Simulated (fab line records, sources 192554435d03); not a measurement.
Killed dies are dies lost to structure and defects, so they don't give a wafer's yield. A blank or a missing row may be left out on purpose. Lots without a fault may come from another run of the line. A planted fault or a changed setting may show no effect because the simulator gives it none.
Chamber matching | flow n5_finfet | N5_BEOL_M10_STRIP_36 on rie_diel-06: 4 sister chambers
The step strips in N2/H2. 4 wafers are shown with their chamber, then 12 later ones without.

WAFERS WITH THEIR CHAMBER
wafer  | chamber | throttle_valve_pct (%)
L087.2 | 3       | 24.09
L086.1 | 0       | 23.88
L086.3 | 2       | 23.63
L086.5 | 1       | 23.55

WAFERS WITHOUT THEIR CHAMBER
wafer  | throttle_valve_pct (%)
L091.2 | 23.59
L091.5 | 23.63
L091.6 | 23.58
L095.2 | 24.14
L095.5 | 23.61
L095.6 | 23.40
L096.1 | 24.13
L096.2 | 23.42
L096.5 | 23.40
L097.3 | 23.60
L097.4 | 23.62
L097.5 | 23.30

WHICH CHAMBER EACH WENT THROUGH
wafer  | from the rows above     | in truth
L091.2 | can't be placed: 1 or 2 | 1
L091.5 | can't be placed: 2 or 1 | 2
L091.6 | can't be placed: 1 or 2 | 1
L095.2 | can't be placed: 3 or 0 | 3
L095.5 | can't be placed: 2 or 1 | 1
L095.6 | can't be placed: 1 or 2 | 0
L096.1 | can't be placed: 3 or 0 | 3
L096.2 | can't be placed: 1 or 2 | 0
L096.5 | can't be placed: 1 or 2 | 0
L097.3 | can't be placed: 2 or 1 | 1
L097.4 | can't be placed: 2 or 1 | 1
L097.5 | can't be placed: 1 or 2 | 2
Placed correctly: 0 of 12. Can't be placed from these rows: 12 (the true chamber is among the candidates in 9). Placed wrongly: 0.
How it was worked out, from the rows above alone: a wafer's distance from a chamber is the root of the sum, over the readings, of the square of ((its reading less the chamber's mean) divided by the reading's scatter). The wafer belongs to the nearest chamber; if the next one is less than 2 further off, it can't be placed. A chamber's mean is the mean of its shown wafers. The scatter: with one shown wafer a chamber, the root of the mean of the squares of how far each hidden wafer lies from its nearest shown one.
